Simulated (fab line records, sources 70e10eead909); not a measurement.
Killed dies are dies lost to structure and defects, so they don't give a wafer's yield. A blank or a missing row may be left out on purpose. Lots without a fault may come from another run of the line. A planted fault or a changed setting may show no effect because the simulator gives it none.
Which tool did it? | flow nand_harc | 12 lots, 36 wafers sampled, at 1 step of a route of 1302

WHAT THE GAUGES READ, wafer by wafer
NHARC_A_SLIT_CD_MEAS_09: target cd 300 nm.
lot  | measured     | on        | cd_nm (nm)
L076 | day 20 11:18 | cd_sem-02 | 300.6 301.1 301.4
L078 | day 21 10:59 | cd_sem-01 | 301.1 301.1 300.8
L079 | day 21 14:28 | cd_sem-03 | 300.8 300.7 300.8
L080 | day 22 04:50 | cd_sem-03 | 299.7 299.6 299.2
L083 | day 23 23:32 | cd_sem-01 | 300.9 300.3 300.0
L086 | day 24 19:04 | cd_sem-02 | 300.7 300.9 299.5
L087 | day 25 16:02 | cd_sem-01 | 300.6 301.0 300.5
L088 | day 26 04:32 | cd_sem-02 | 300.2 299.7 298.7
L091 | day 27 19:55 | cd_sem-02 | 301.0 301.4 299.8
L093 | day 28 02:19 | cd_sem-02 | 299.5 299.6 299.2
L095 | day 28 15:30 | cd_sem-01 | 301.3 300.5 301.0
L097 | day 29 00:57 | cd_sem-01 | 299.6 300.5 299.8

WHICH TOOL RAN EACH LOT (tool, then ch and the chambers of the sampled wafers, then the start)
The record holds no process step before these readings.

THE ANSWER, worked out from the rows above alone
Rule: what is usual is taken from the lots themselves. Put in order of their means at a reading, lots are off if they are a third of the lots or fewer, leave a main group of 4 or more, and stand apart from it by a gap of 3 or more times the standard deviation of the main group's means; of several such gaps the widest counts. A main group whose means are all the same, to the digits that the tables above print for the reading, isn't used. A lot without any number at a reading at which 4 lots or more have one is off too. The other lots that the step has rows for count as sound.
No lot is off at any reading shown: from this, nothing can be told.

WHAT THE SIMULATOR HAD PUT IN
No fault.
